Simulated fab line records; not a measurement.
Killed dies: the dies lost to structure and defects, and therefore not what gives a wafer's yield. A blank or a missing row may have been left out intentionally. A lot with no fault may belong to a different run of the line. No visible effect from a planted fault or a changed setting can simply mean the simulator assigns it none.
fab line records | flow nand-harc
record: lots: 24 wafers: 72 last-day: 34
route steps=1302 shown A_CHANNEL_HOLE_D2@607 A_CHANNEL_FILL_D2@612 A_STAIRCASE@670
lots untouched by any fault: they come from a run of this same line in which no faults occurred
start-h: start of the lot's first displayed wafer, in hours after the record's first day | wait-h: how many hours have passed since the lot's step before this one | " identical to the entry in the row above | L1.1+2: a row that stands for several wafers | - no value, or no start given | * or withheld: withheld | < > ~ a bound
route shown NAME@n: names a module that has steps shown in the file, with the first one's number in the route | usual: mean/standard deviation of fault-free wafers | same: alike in all rows | chamber/n: place in a boat | sites: per-site readings | _std_site: standard deviation across them | _edge_site: outer sites' mean less inner sites' | radius-mm: how far each site lies from the wafer's centre | mask NAME#n: copy n | behind: tool/chamber where the wafer was last shaped | hold: what put the lot on hold/how long, in hours/how the hold closed | device: the n, p or np transistor that did not switch | end of line: the same wafers' tests at the end of the route | a step given without rows: its recipe and nothing more | killed: the dies lost at the first sort to structure and to defects; this is not the yield of the wafer | map: a wafer's dies, marking killed ones x, the rest . and places with no die _
set.NAME: the run value of the setting; set.NAME@STEP: its run value at that earlier step | model.NAME: the simulator's own value behind a step, which no gauge read
one table for each step of the route and one row for each wafer, over a sample of lots
services: when a tool's chamber went out of use (start-h, in hours from the record's first day, below 0 if earlier), for how many hours, and the reason
== steps ==
step: NHARC_A_CHANNEL_HOLE_D2_CD_MEAS_31
usual: cd-nm: 90.5/1.4
columns lot.wafer tool chamber start-h wait-h cd-nm
L075.3 cd-sem-02 - 310.27 - 90.3
L075.5 " - " " 91.0
L075.6 " - " " 92.4
L074.1 cd-sem-03 - 310.40 - 89.7
L074.2 " - " " 88.2
L074.5 " - " " 90.2
L076.1 cd-sem-03 - 316.43 - 90.4
L076.2 " - " " 89.2
L076.3 " - " " 88.4
L077.2 cd-sem-01 - 327.34 0.1 87.2
L077.3 " - " " 88.6
L077.6 " - " " 91.2
L078.2 cd-sem-02 - 346.08 - 88.9
L078.4 " - " " 89.2
L078.5 " - " " 91.1
L079.3 cd-sem-01 - 346.97 - 90.2
L079.4 " - " " 92.6
L079.5 " - " " 93.9
L082.1 cd-sem-01 - 371.99 - 90.5
L082.5 " - " " 91.3
L082.6 " - " " 92.4
L080.3 cd-sem-02 - 374.91 - 90.0
L080.5 " - " " 89.9
L080.6 " - " " 89.3
L081.1 cd-sem-02 - 386.37 - 90.9
L081.3 " - " " 89.2
L081.4 " - " " 89.4
L083.1 cd-sem-01 - 403.78 - 88.2
L083.5 " - " " 89.8
L083.6 " - " " 88.5
L085.1 cd-sem-03 - 410.60 - 93.0
L085.3 " - " " 91.2
L085.5 " - " " 91.9
L084.1 cd-sem-01 - 411.04 - 89.7
L084.3 " - " " 91.1
L084.6 " - " " 91.0
L086.1 cd-sem-01 - 433.69 - 91.5
L086.4 " - " " 91.5
L086.5 " - " " 91.4
L088.1 cd-sem-01 - 448.41 - 92.1
L088.4 " - " " 91.3
L088.5 " - " " 91.3
L087.1 cd-sem-01 - 449.05 - 90.9
L087.2 " - " " 87.0
L087.3 " - " " 89.4
L089.3 cd-sem-01 - 459.69 - 90.8
L089.5 " - " " 89.3
L089.6 " - " " 86.9
L091.1 cd-sem-02 - 459.85 - 91.0
L091.5 " - " " 92.5
L091.6 " - " " 91.0
L090.1 cd-sem-02 - 463.94 - 90.2
L090.2 " - " " 89.1
L090.3 " - " " 90.1
L092.1 cd-sem-03 - 475.94 - 91.1
L092.2 " - " " 92.5
L092.5 " - " " 91.9
L094.1 cd-sem-03 - 502.88 - 90.8
L094.3 " - " " 89.0
L094.4 " - " " 90.9
L095.1 cd-sem-03 - 504.45 - 90.4
L095.3 " - " " 92.7
L095.4 " - " " 92.1
L093.2 cd-sem-01 - 507.05 - 92.8
L093.4 " - " " 92.0
L093.6 " - " " 89.9
L096.1 cd-sem-01 - 518.62 - 89.9
L096.4 " - " " 89.5
L096.6 " - " " 90.0
L097.1 cd-sem-01 - 533.99 - 91.0
L097.2 " - " " 88.2
L097.5 " - " " 88.6
step: NHARC_A_CHANNEL_HOLE_D2_INSPECT_40
usual: raw-defect-count: 303/98
columns lot.wafer tool chamber start-h wait-h raw-defect-count
L075.3 defect-inspect-02 - 310.46 - 389
L075.5 " - " " 395
L075.6 " - " " 322
L074.1 defect-inspect-01 - 310.58 - 283
L074.2 " - " " 247
L074.5 " - " " 347
L076.1 defect-inspect-01 - 316.61 - 393
L076.2 " - " " 397
L076.3 " - " " 380
L077.2 defect-inspect-01 - 327.52 - 308
L077.3 " - " " 239
L077.6 " - " " 246
L078.2 defect-inspect-02 - 346.26 - 258
L078.4 " - " " 524
L078.5 " - " " 316
L079.3 defect-inspect-01 - 347.15 - 310
L079.4 " - " " 371
L079.5 " - " " 308
L082.1 defect-inspect-02 - 372.17 - 189
L082.5 " - " " 200
L082.6 " - " " 308
L080.3 defect-inspect-02 - 375.10 - 212
L080.5 " - " " 231
L080.6 " - " " 291
L081.1 defect-inspect-02 - 386.56 - 231
L081.3 " - " " 303
L081.4 " - " " 372
L083.1 defect-inspect-01 - 403.97 - 153
L083.5 " - " " 174
L083.6 " - " " 170
L085.1 defect-inspect-01 - 410.79 - 342
L085.3 " - " " 267
L085.5 " - " " 313
L084.1 defect-inspect-02 - 411.22 - 391
L084.3 " - " " 332
L084.6 " - " " 241
L086.1 defect-inspect-02 - 433.88 - 344
L086.4 " - " " 189
L086.5 " - " " 216
L088.1 defect-inspect-02 - 448.59 - 391
L088.4 " - " " 363
L088.5 " - " " 213
L087.1 defect-inspect-01 - 449.24 - 487
L087.2 " - " " 271
L087.3 " - " " 328
L089.3 defect-inspect-02 - 459.87 - 369
L089.5 " - " " 284
L089.6 " - " " 409
L091.1 defect-inspect-01 - 460.04 - 332
L091.5 " - " " 407
L091.6 " - " " 453
L090.1 defect-inspect-01 - 464.13 - 201
L090.2 " - " " 168
L090.3 " - " " 191
L092.1 defect-inspect-02 - 476.13 - 253
L092.2 " - " " 235
L092.5 " - " " 220
L094.1 defect-inspect-01 - 503.07 - 473
L094.3 " - " " 205
L094.4 " - " " 440
L095.1 defect-inspect-01 - 504.63 - 322
L095.3 " - " " 333
L095.4 " - " " 776
L093.2 defect-inspect-01 - 507.23 - 206
L093.4 " - " " 262
L093.6 " - " " 250
L096.1 defect-inspect-02 - 518.81 - 261
L096.4 " - " " 231
L096.6 " - " " 222
L097.1 defect-inspect-02 - 534.18 - 352
L097.2 " - " " 300
L097.5 " - " " 227
step: NHARC_A_CHANNEL_FILL_D2_ALD_02
recipe: target-thk-a: 60 pulse-time-s: 10 ald-cycles: 60 temp-c: 300 material: SiO2
usual: heater-power-outer-w: 271/30 heater-power-w: 477/60 precursor-pulse-height-rel: 0.998/0.023
columns lot.wafer tool chamber start-h wait-h heater-power-outer-w heater-power-w precursor-pulse-height-rel
L075.3 ald-hk-03 3 310.79 - 217 402 0.992
L075.5 " 1 " " 298 502 1.021
L075.6 " 2 " " 307 547 0.997
L074.2 ald-hk-03 3 311.08 - 222 393 1.012
L074.1 " 2 " " 311 553 1.032
L074.5 " 3 " " 217 404 0.980
L076.3 ald-hk-03 0 316.80 - 283 477 0.981
L076.2 " 1 " " 293 494 0.977
L076.1 " 2 " " 309 570 0.981
L077.3 ald-hk-04 3 327.86 - 230 406 0.962
L077.2 " 0 " " 284 566 0.956
L077.6 " 2 " " 306 546 1.001
L078.4 ald-hk-03 1 347.37 - 293 495 1.016
L078.2 " 2 " " 314 566 1.005
L078.5 " 0 " " 286 488 0.984
L079.3 ald-hk-03 0 347.96 - 281 478 0.998
L079.4 " 2 " " 312 556 1.007
L079.5 " 3 " " 216 408 1.035
L082.1 ald-hk-02 3 372.36 - 268 452 1.006
L082.6 " 3 " " 255 449 1.055
L082.5 " 0 " " 244 416 0.982
L080.3 ald-hk-04 1 375.37 - 232 408 1.004
L080.6 " 0 " " 290 586 1.005
L080.5 " 1 " " 240 417 0.961
L081.1 ald-hk-03 0 386.75 - 289 472 1.002
L081.4 " 1 " " 301 510 0.995
L081.3 " 3 " " 221 407 1.027
L083.1 ald-hk-02 0 404.38 - 243 421 1.015
L083.5 " 1 " " 290 489 0.986
L083.6 " 2 " " 271 485 0.943
L085.1 ald-hk-03 3 410.99 - 212 396 0.971
L085.3 " 0 " " 278 461 1.006
L085.5 " 0 " " 278 437 0.977
L084.3 ald-hk-03 0 411.64 - 279 457 1.001
L084.1 " 3 " " 223 389 0.987
L084.6 " 1 " " 286 495 1.032
L086.1 ald-hk-03 2 434.14 - 303 543 1.034
L086.4 " 0 " " 281 452 0.982
L086.5 " 2 " " 293 560 0.976
L088.1 ald-hk-04 1 448.79 - 231 402 0.979
L088.4 " 0 " " 279 557 1.020
L088.5 " 1 " " 232 413 0.966
L087.1 ald-hk-04 2 449.43 - 312 544 0.998
L087.2 " 3 " " 239 409 0.972
L087.3 " 0 " " 272 539 0.986
L089.3 ald-hk-04 0 460.18 0.2 274 555 0.987
L089.5 " 3 " " 243 416 1.002
L089.6 " 0 " " 286 548 1.020
L091.1 ald-hk-02 0 460.45 - 247 411 0.999
L091.6 " 1 " " 286 493 0.982
L091.5 " 2 " " 263 479 1.003
L090.3 ald-hk-03 0 464.32 - 274 452 0.984
L090.1 " 1 " " 284 479 0.995
L090.2 " 3 " " 217 385 0.975
L092.1 ald-hk-04 0 476.32 - 277 557 0.991
L092.2 " 1 " " 233 406 1.013
L092.5 " 0 " " 279 553 0.991
L094.4 ald-hk-03 1 503.33 - 294 497 0.993
L094.3 " 2 " " 307 553 1.028
L094.1 " 3 " " 212 396 1.051
L095.3 ald-hk-04 3 504.83 - 234 411 0.977
L095.4 " 0 " " 279 557 0.985
L095.1 " 1 " " 236 407 0.941
L093.4 ald-hk-03 1 507.42 - 296 503 0.996
L093.2 " 2 " " 301 549 0.986
L093.6 " 2 " " 300 557 1.020
L096.1 ald-hk-04 0 519.01 - 279 560 1.011
L096.4 " 1 " " 233 414 1.010
L096.6 " 0 " " 274 565 1.000
L097.2 ald-hk-03 1 534.52 - 292 490 0.963
L097.1 " 2 " " 292 565 0.966
L097.5 " 0 " " 274 464 0.983
step: NHARC_A_CHANNEL_FILL_D2_THK_MEAS_06
recipe: thk-meas-gauge: ellipsometry
usual: thk-nm: 5.1/1
columns lot.wafer tool chamber start-h wait-h thk-nm
L074.1 film-metro-01 - 346.06 0.4 4.6
L074.2 " - " " 4.7
L074.5 " - " " 4.9
L075.3 film-metro-02 - 346.06 0.4 6.7
L075.5 " - " " 5.5
L075.6 " - " " 5.8
L076.1 film-metro-02 - 352.58 0.4 5.4
L076.2 " - " " 4.0
L076.3 " - " " 4.3
L077.2 film-metro-02 - 366.44 0.4 5.0
L077.3 " - " " 4.6
L077.6 " - " " 3.9
L078.2 film-metro-01 - 389.23 0.4 3.9
L078.4 " - " " 4.0
L078.5 " - " " 5.2
L079.3 film-metro-02 - 389.23 0.4 5.5
L079.4 " - " " 6.4
L079.5 " - " " 4.6
L082.1 film-metro-01 - 409.86 0.4 4.6
L082.5 " - " " 3.3
L082.6 " - " " 4.3
L080.3 film-metro-02 - 409.86 0.4 4.1
L080.5 " - " " 4.4
L080.6 " - " " 4.5
L081.1 film-metro-02 - 425.90 0.4 5.5
L081.3 " - " " 6.3
L081.4 " - " " 4.7
L083.1 film-metro-01 - 440.00 0.4 5.6
L083.5 " - " " 6.5
L083.6 " - " " 5.9
L084.1 film-metro-01 - 446.43 0.4 6.9
L084.3 " - " " 5.3
L084.6 " - " " 5.6
L085.1 film-metro-02 - 446.43 0.4 3.6
L085.3 " - " " 5.3
L085.5 " - " " 4.1
L086.1 film-metro-02 - 470.40 0.4 6.2
L086.4 " - " " 5.0
L086.5 " - " " 4.8
L087.1 film-metro-02 - 484.38 0.4 5.6
L087.2 " - " " 4.8
L087.3 " - " " 6.0
L088.1 film-metro-01 - 484.38 0.4 4.7
L088.4 " - " " 4.6
L088.5 " - " " 6.3
L091.1 film-metro-02 - 495.74 0.4 5.9
L091.5 " - " " 6.0
L091.6 " - " " 4.2
L089.3 film-metro-01 - 495.74 0.4 5.0
L089.5 " - " " 5.1
L089.6 " - " " 6.1
L090.1 film-metro-02 - 500.37 0.4 4.7
L090.2 " - " " 6.1
L090.3 " - " " 6.4
L092.1 film-metro-02 - 512.67 0.4 4.3
L092.2 " - " " 3.7
L092.5 " - " " 6.7
L095.1 film-metro-01 - 539.03 0.4 4.3
L095.3 " - " " 4.4
L095.4 " - " " 5.6
L094.1 film-metro-02 - 539.03 0.4 4.2
L094.3 " - " " 3.6
L094.4 " - " " 6.1
L093.2 film-metro-01 - 543.90 0.4 5.1
L093.4 " - " " 4.2
L093.6 " - " " 3.8
L096.1 film-metro-02 - 556.29 0.4 4.7
L096.4 " - " " 5.6
L096.6 " - " " 5.7
L097.1 film-metro-02 - 568.28 0.4 6.2
L097.2 " - " " 4.8
L097.5 " - " " 5.4
step: NHARC_A_STAIRCASE_TRIM_14
recipe: time-s: 211.2 o2-flow-sccm: 500 ar-flow-sccm: 0 bias-w: 0 chemistry: O2
usual: drypump-motor-current-A: 6.0/0.54 oes-product-au: 0.999/0.0089 rf-vpp-V: 57.8/0.9 showerhead-plenum-p-Torr: 3.53/0.15 throttle-valve-pct: 17.037/0.0082
same: bias-w: 0
columns lot.wafer tool chamber start-h wait-h drypump-motor-current-A oes-product-au rf-hours-counter-h rf-vpp-V showerhead-plenum-p-Torr throttle-valve-pct
L075.3 rie-diel-13 0 - - 5.1 1.003 1 57.7 3.51 17.036
L075.6 " 3 " " 5.8 0.995 - 58.1 3.58 17.037
L075.5 " 0 " " 5.1 0.998 - 57.4 3.51 17.033
L074.1 rie-diel-11 3 - - 6.1 0.994 34 56.4 3.58 17.038
L074.2 " 1 " " 6.2 1.000 34 56.4 3.45 17.033
L074.5 " 2 " " 6.6 1.007 - 57.0 3.48 17.040
L076.1 rie-diel-11 3 - - 6.1 0.985 37 58.4 3.58 17.030
L076.3 " 1 " " 6.2 0.998 39 57.7 3.45 17.026
L076.2 " 2 " " 6.6 1.003 37 56.7 3.48 17.028
L077.2 rie-diel-13 0 - - 5.0 1.006 5 58.1 3.51 17.047
L077.3 " 2 " " 6.0 1.004 5 58.7 3.81 17.028
L077.6 " 0 " " 5.1 0.989 - 56.5 3.51 17.038
L078.2 rie-diel-08 1 - - 6.5 1.001 9 59.1 3.45 17.037
L078.4 " 0 " " 4.9 1.006 12 58.0 3.80 17.041
L078.5 " 1 " " 6.5 1.015 - 57.6 3.45 17.041
L079.4 rie-diel-11 0 - - 6.2 1.006 49 56.9 3.31 17.039
L079.3 " 2 " " 6.6 1.012 50 56.7 3.47 17.023
L079.5 " 1 " " 6.2 1.002 - 56.0 3.44 17.032
L082.1 rie-diel-11 0 - - 6.2 1.007 55 57.9 3.31 17.035
L082.5 " 0 " " 6.2 1.001 - 57.8 3.31 17.029
L082.6 " 1 " " 6.2 0.992 - 57.4 3.44 17.043
L080.3 rie-diel-08 1 - - 6.5 1.005 17 56.1 3.44 17.039
L080.6 " 0 " " 4.8 1.012 - 58.9 3.80 17.032
L080.5 " 1 " " 6.5 0.998 - 56.2 3.44 17.040
L081.1 rie-diel-13 1 - - 6.7 1.001 28 57.5 3.32 17.054
L081.4 " 3 " " 5.8 0.982 24 58.9 3.57 17.038
L081.3 " 0 " " 5.1 0.987 26 57.9 3.50 17.041
L083.1 rie-diel-13 1 - - 6.6 1.000 32 57.9 3.32 17.048
L083.6 " 2 " " 6.0 1.005 - 58.9 3.79 17.038
L083.5 " 3 " " 5.8 0.998 - 57.3 3.56 17.034
L085.1 rie-diel-08 2 - - 5.5 0.994 27 58.0 3.55 17.039
L085.3 " 3 " " 6.3 0.998 30 57.4 3.76 17.044
L085.5 " 2 " " 5.5 0.988 - 59.1 3.55 17.049
L084.3 rie-diel-13 2 - - 6.0 1.010 34 58.4 3.79 17.035
L084.1 " 1 " " 6.7 1.004 34 57.8 3.31 17.052
L084.6 " 2 " " 6.1 1.011 - 57.5 3.79 17.052
L086.4 rie-diel-08 1 - - 6.5 1.002 36 57.3 3.43 17.045
L086.1 " 3 " " 6.2 0.991 37 58.8 3.75 17.042
L086.5 " 1 " " 6.5 0.998 - 57.9 3.43 17.045
L087.1 rie-diel-08 0 - - 4.8 0.997 42 57.7 3.78 17.037
L087.2 " 1 " " 6.5 0.994 41 57.3 3.43 17.043
L087.3 " 2 " " 5.5 0.992 38 58.4 3.54 17.035
L088.4 rie-diel-08 2 - - 5.6 0.997 38 57.6 3.54 17.042
L088.1 " 3 " " 6.3 1.000 41 58.5 3.75 17.041
L088.5 " 3 " " 6.3 0.995 - 59.0 3.75 17.038
L091.1 rie-diel-11 0 - - 6.2 1.005 19 57.5 3.30 17.045
L091.5 " 2 " " 6.6 0.995 - 57.2 3.46 17.029
L091.6 " 3 " " 6.1 1.002 - 57.4 3.56 17.031
L089.3 rie-diel-11 3 - - 6.1 1.004 22 58.6 3.56 17.035
L089.5 " 3 " " 6.1 1.013 - 58.5 3.56 17.029
L089.6 " 0 " " 6.2 1.002 - 56.8 3.30 17.044
L090.1 rie-diel-08 1 - - 6.5 0.999 47 56.0 3.43 17.046
L090.2 " 2 " " 5.6 0.996 43 58.2 3.54 17.040
L090.3 " 3 " " 6.3 0.997 46 57.8 3.75 17.035
L092.1 rie-diel-13 3 - - 5.9 1.006 0 57.7 3.55 17.034
L092.2 " 2 " " 6.0 1.003 0 57.4 3.78 17.034
L092.5 " 0 " " 5.1 0.980 - 58.9 3.49 17.027
L095.3 rie-diel-13 0 - - 5.1 0.981 8 57.0 3.48 17.034
L095.1 " 1 " " 6.7 0.998 8 59.2 3.30 17.018
L095.4 " 2 " " 6.0 1.018 6 58.0 3.78 17.026
L094.4 rie-diel-11 1 - - 6.2 1.002 35 56.5 3.42 17.040
L094.3 " 2 " " 6.6 1.008 37 58.9 3.45 17.012
L094.1 " 3 " " 6.1 1.001 35 58.8 3.55 17.029
L093.4 rie-diel-13 3 - - 5.8 0.984 8 57.9 3.55 17.043
L093.2 " 1 " " 6.7 1.005 10 57.1 3.30 17.035
L093.6 " 3 " " 5.8 0.992 - 58.9 3.55 17.029
L096.1 rie-diel-08 1 - - 6.5 1.012 2 57.2 3.42 17.034
L096.4 " 0 " " 4.8 1.002 5 58.5 3.77 17.032
L096.6 " 2 " " 5.5 1.009 - 55.9 3.53 17.040
L097.2 rie-diel-13 0 - - 5.1 0.994 19 57.3 3.48 17.050
L097.1 " 3 " " 5.8 1.004 13 57.9 3.55 17.047
L097.5 " 0 " " 5.1 0.995 - 58.4 3.48 17.049
step: NHARC_A_STAIRCASE_DESCUM_186
recipe: time-s: 3 o2-flow-sccm: 200 ar-flow-sccm: 0 bias-power-w: 0 chemistry: O2
usual: drypump-motor-current-A: 6.0/0.54 oes-product-au: 0.997/0.0093 rf-vpp-V: 57.7/0.86 showerhead-plenum-p-Torr: 1.91/0.092 throttle-valve-pct: 11.311/0.0086
columns lot.wafer tool chamber start-h wait-h drypump-motor-current-A oes-product-au rf-hours-counter-h rf-vpp-V showerhead-plenum-p-Torr throttle-valve-pct
L075.3 rie-diel-08 3 364.81 - 6.3 0.983 58 58.5 2.06 11.316
L075.5 " 0 " " 4.9 0.991 - 57.6 1.76 11.303
L075.6 " 1 " " 6.5 1.011 - 57.5 1.87 11.313
L074.1 rie-diel-11 0 365.47 - 6.2 0.988 38 57.0 1.79 11.296
L074.2 " 1 " " 6.2 1.003 38 57.0 1.87 11.295
L074.5 " 3 " " 6.1 0.989 - 55.9 1.94 11.319
L076.2 rie-diel-11 1 373.01 - 6.2 0.995 40 57.3 1.87 11.317
L076.1 " 2 " " 6.6 1.011 39 57.9 1.89 11.313
L076.3 " 0 " " 6.2 0.979 40 57.0 1.79 11.300
L077.2 rie-diel-13 0 385.47 - 5.1 0.993 7 58.3 1.90 11.311
L077.3 " 2 " " 6.0 1.015 6 57.8 2.07 11.305
L077.6 " 0 " " 5.0 0.986 - 58.5 1.90 11.320
L078.2 rie-diel-08 0 407.52 - 4.8 1.006 13 59.4 2.07 11.306
L078.4 " 1 " " 6.5 1.006 10 56.9 1.87 11.306
L078.5 " 0 " " 4.9 0.996 - 59.5 2.07 11.313
L079.4 rie-diel-08 2 413.45 - 5.5 0.997 15 58.3 1.93 11.326
L079.3 " 3 " " 6.3 0.987 15 58.1 2.05 11.316
L079.5 " 2 " " 5.5 0.991 - 56.1 1.93 11.318
L082.1 rie-diel-11 0 429.07 - 6.2 1.008 56 57.8 1.79 11.293
L082.6 " 2 " " 6.6 1.010 - 58.5 1.88 11.309
L082.5 " 3 " " 6.1 0.998 - 57.9 1.94 11.310
L080.3 rie-diel-13 2 430.15 - 6.0 1.013 22 56.9 2.07 11.312
L080.6 " 1 " " 6.6 1.005 - 58.1 1.79 11.309
L080.5 " 2 " " 6.0 1.006 - 58.4 2.07 11.306
L081.1 rie-diel-13 1 449.64 - 6.6 1.004 31 58.3 1.79 11.309
L081.4 " 3 " " 5.9 0.985 27 57.0 1.93 11.295
L081.3 " 0 " " 5.1 0.993 28 57.8 1.90 11.306
L083.1 rie-diel-13 0 458.84 - 5.0 0.985 30 57.9 1.89 11.309
L083.5 " 3 " " 5.8 0.986 - 59.3 1.93 11.315
L083.6 " 0 " " 5.1 1.002 - 56.3 1.90 11.304
L085.1 rie-diel-11 3 465.07 - 6.1 1.004 6 58.8 1.93 11.300
L085.3 " 0 " " 6.2 0.996 4 56.8 1.78 11.316
L085.5 " 1 " " 6.2 0.995 - 56.3 1.86 11.316
L084.3 rie-diel-08 1 465.39 - 6.5 1.002 30 58.1 1.86 11.321
L084.1 " 2 " " 5.5 0.995 28 57.6 1.93 11.296
L084.6 " 1 " " 6.5 1.005 - 57.1 1.86 11.314
L086.4 rie-diel-13 1 489.02 - 6.7 0.991 42 57.7 1.79 11.306
L086.1 " 2 " " 6.0 1.003 41 58.7 2.06 11.333
L086.5 " 0 " " 5.1 0.985 - 58.9 1.89 11.312
L087.1 rie-diel-13 0 504.25 - 5.1 0.992 41 57.8 1.89 11.321
L087.2 " 1 " " 6.7 0.990 47 57.4 1.79 11.296
L087.3 " 3 " " 5.8 0.997 42 58.1 1.93 11.313
L088.4 rie-diel-11 0 505.12 - 6.2 0.998 17 56.8 1.78 11.306
L088.1 " 1 " " 6.2 1.000 18 57.7 1.86 11.300
L088.5 " 0 " " 6.2 0.990 - 58.5 1.78 11.309
L091.1 rie-diel-08 2 514.30 - 5.5 0.996 43 58.1 1.92 11.315
L091.5 " 2 " " 5.5 0.988 - 58.6 1.92 11.312
L091.6 " 3 " " 6.3 0.981 - 59.4 2.04 11.315
L089.3 rie-diel-11 1 514.59 - 6.2 1.003 21 60.2 1.85 11.316
L089.5 " 1 " " 6.2 0.998 - 57.9 1.85 11.317
L089.6 " 2 " " 6.6 0.984 - 58.1 1.87 11.299
L090.2 rie-diel-08 3 520.23 - 6.2 0.983 48 58.6 2.04 11.319
L090.3 " 0 " " 4.8 1.006 50 58.4 2.06 11.317
L090.1 " 1 " " 6.5 1.004 50 57.4 1.85 11.304
L092.2 rie-diel-13 0 532.04 - 5.1 0.969 1 56.0 1.89 11.323
L092.1 " 3 " " 5.8 0.994 1 57.9 1.93 11.321
L092.5 " 0 " " 5.1 0.986 - 57.2 1.89 11.302
L095.1 rie-diel-13 1 557.40 - 6.6 1.014 9 57.1 1.78 11.309
L095.4 " 2 " " 6.0 1.019 7 59.2 2.06 11.316
L095.3 " 3 " " 5.8 0.990 7 56.9 1.93 11.304
L094.3 rie-diel-08 1 558.17 - 6.5 1.011 0 57.3 1.85 11.312
L094.4 " 2 " " 5.5 1.012 1 58.2 1.92 11.314
L094.1 " 3 " " 6.3 0.971 1 57.8 2.03 11.329
L093.2 rie-diel-11 0 563.68 - 6.2 0.996 38 56.9 1.77 11.328
L093.4 " 1 " " 6.2 1.002 41 57.7 1.85 11.305
L093.6 " 0 " " 6.2 1.011 - 58.4 1.77 11.305
L096.1 rie-diel-13 0 574.94 - 5.1 0.993 14 57.2 1.89 11.301
L096.4 " 2 " " 6.0 0.997 - 57.4 2.06 11.299
L096.6 " 0 " " 5.1 0.997 - 57.6 1.89 11.312
L097.2 rie-diel-11 1 588.30 - 6.2 0.994 56 56.6 1.84 11.312
L097.1 " 2 " " 6.6 1.003 55 57.4 1.86 11.307
L097.5 " 0 " " 6.2 0.999 - 55.6 1.77 11.325
== services ==
columns tool chamber start-h hours kind
rie-diel-13 0 297.44 - clean
rie-diel-13 1 297.44 - clean
rie-diel-13 2 297.44 - clean
rie-diel-13 3 297.44 - clean
rie-diel-13 0 321.96 - clean
rie-diel-13 1 321.96 - clean
rie-diel-13 2 321.96 - clean
rie-diel-13 - 342.35 9.0 pm
rie-diel-11 2 379.91 2.2 repair
rie-diel-08 1 385.33 6.2 repair
ald-hk-03 - 400.52 10.0 pm
rie-diel-11 0 435.20 3.0 repair
rie-diel-11 - 435.99 9.0 pm
ald-hk-04 - 437.66 10.0 pm
rie-diel-08 0 462.37 9.5 repair
rie-diel-13 0 471.12 7.6 repair
rie-diel-11 0 485.74 1.2 repair
rie-diel-13 - 519.35 9.0 pm
ald-hk-02 - 531.80 10.0 pm
rie-diel-08 - 544.93 9.0 pm
rie-diel-08 1 558.67 8.7 repair
rie-diel-13 3 570.33 8.1 repair
ald-hk-03 - 578.52 10.0 pm
rie-diel-08 - 586.61 0.7 repair
== key ==
fault none
